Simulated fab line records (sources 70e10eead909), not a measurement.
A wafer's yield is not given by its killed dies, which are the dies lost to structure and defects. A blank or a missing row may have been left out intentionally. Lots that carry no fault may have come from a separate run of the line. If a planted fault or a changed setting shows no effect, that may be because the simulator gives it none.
Which tool did it? ; flow nand-harc ; 42 wafers from 15 lots sampled at 4 of the route's 1159 steps

## WHAT THE GAUGES READ, wafer by wafer
NHARC_A_SOURCE_PLATE_THK_MEAS_06: measures by ellipsometry. Usual: 200.1 nm for thk-nm, sd 2.2.
lot;measured;on;thk-nm (nm);flag
L324;day 7 20:20;film-metro-02;194.9 196.4 195.1;
L323;day 7 20:20;film-metro-01;196.5 201.0 201.9;
L326;day 8 10:45;film-metro-01;198.8 199.2 197.4;
L327;day 8 10:45;film-metro-02;196.6 196.6 193.6;
L328;day 8 18:21;film-metro-01;200.6 201.3;
L330;day 9 02:01;film-metro-01;200.3 199.5;
L331;day 9 13:59;film-metro-01;200.0 200.6;
L337;day 10 20:32;film-metro-01;199.7 200.6 201.7;
L335;day 10 20:34;film-metro-01;198.0 198.4 199.2;
L338;day 11 17:04;film-metro-01;200.1 200.9 198.7;
L340;day 11 17:05;film-metro-02;200.4 201.5 201.1;
L342;day 12 01:26;film-metro-01;198.3 201.4 199.3;
L341;day 12 01:26;film-metro-02;198.8 198.9 199.4;
L344;day 12 10:56;film-metro-01;204.0 205.0 204.3;
L346;day 13 04:00;film-metro-02;200.8 200.5 202.6;

NHARC_A_ONON_D1_THK_MEAS_08: measures by ellipsometry. Usual: 1001 nm for thk-nm, sd 8.6.
lot;measured;on;thk-nm (nm);flag
L324;day 7 22:07;film-metro-01;987 990 989;
L323;day 7 22:08;film-metro-02;989 991 990;
L326;day 8 12:47;film-metro-01;991 992 991;
L327;day 8 12:31;film-metro-01;1000 999 998;
L328;day 8 20:10;film-metro-02;596 597;OFF
L330;day 9 03:47;film-metro-01;1001 594;OFF
L331;day 9 15:45;film-metro-01;585 993;OFF
L337;day 10 22:47;film-metro-02;998 996 997;
L335;day 10 23:08;film-metro-01;1003 1004 1003;
L338;day 11 19:26;film-metro-01;1008 1008 1007;
L340;day 11 19:28;film-metro-01;1010 1014 1013;
L342;day 12 03:12;film-metro-02;1015 1013 1015;
L341;day 12 03:13;film-metro-02;997 996 993;
L344;day 12 12:56;film-metro-02;1013 1012 1013;
L346;day 13 05:50;film-metro-02;1015 1015 1017;

NHARC_END_SORT_01. Usual: killed-at-array 25, standard deviation 9.8; killed-at-other 0.8, standard deviation 1.1; killed-at-periphery 3.3, standard deviation 2.1; killed-dies 29, standard deviation 10; killed-open 3.3, standard deviation 1.8; killed-short 1.9, standard deviation 1.4.
lot;measured;on;killed-at-array;killed-at-other;killed-at-periphery;killed-dies;killed-open;killed-short;flag
L328;day 20 19:42;prober-01;673 668;2 4;2 5;677 677;3 2;2 2;OFF
L330;day 21 05:56;prober-01;15 675;0 1;3 1;18 677;3 3;0 4;OFF
L331;day 21 22:07;prober-01;673 26;0 0;4 6;677 32;1 4;0 1;OFF

## WHICH TOOL RAN EACH LOT (tool, then ch and the chambers of the sampled wafers, then the start)
lot;NHARC_A_ONON_D1_DEP_06
L324;pecvd-onon-04 ch 0, day 7 21:43
L323;pecvd-onon-02 ch 0, day 7 21:48
L326;pecvd-onon-02 ch 0, day 8 12:17
L327;pecvd-onon-04 ch 0, day 8 12:04
L328;pecvd-onon-02 ch 0, day 8 19:40
L330;pecvd-onon-02 ch 0, day 9 03:27
L331;pecvd-onon-02 ch 0, day 9 15:14
L337;pecvd-onon-01 ch 0, day 10 22:27
L335;pecvd-onon-01 ch 0, day 10 22:38
L338;pecvd-onon-04 ch 0, day 11 18:55
L340;pecvd-onon-01 ch 0, day 11 19:01
L342;pecvd-onon-02 ch 0, day 12 02:41
L341;pecvd-onon-01 ch 0, day 12 02:46
L344;pecvd-onon-01 ch 0, day 12 12:29
L346;pecvd-onon-04 ch 0, day 13 05:19
- NHARC_A_ONON_D1_DEP_06: target thk 1000 nm.

## AS READ BY THE TOOLS THEMSELVES (means over the sampled wafers that have a number; for cases with no such wafer, the mark the record gives instead)
The record holds no such reading with a usual standard deviation.

## THE ANSWER, worked out from the rows above alone
Rule: a lot is off if the mean of its wafers that have a number lies more than 3 standard deviations from the usual mean. A lot without any number at a reading at which 4 lots or more have one is off too. The other lots that the step has rows for count as sound. Order of review: gauges by route order, followed by the tools' own readings, for which a lot's mean as printed above is used. At the first step where some lot is off, the reading lying furthest off is the one used; lots without a number count as furthest.
Off at NHARC_A_ONON_D1_THK_MEAS_08 (thk-nm): L328, L330, L331.
If a tool, at a process step before that reading, ran all the lots that are off and no sound lot after the first of them, it fits. The gauges at NHARC_A_ONON_D1_THK_MEAS_08 aren't tried: what is off there is off at NHARC_END_SORT_01 too, on other tools, and a gauge's error can't cause that. None of those tried fits.

## WHAT HAD BEEN PUT IN BY THE SIMULATOR
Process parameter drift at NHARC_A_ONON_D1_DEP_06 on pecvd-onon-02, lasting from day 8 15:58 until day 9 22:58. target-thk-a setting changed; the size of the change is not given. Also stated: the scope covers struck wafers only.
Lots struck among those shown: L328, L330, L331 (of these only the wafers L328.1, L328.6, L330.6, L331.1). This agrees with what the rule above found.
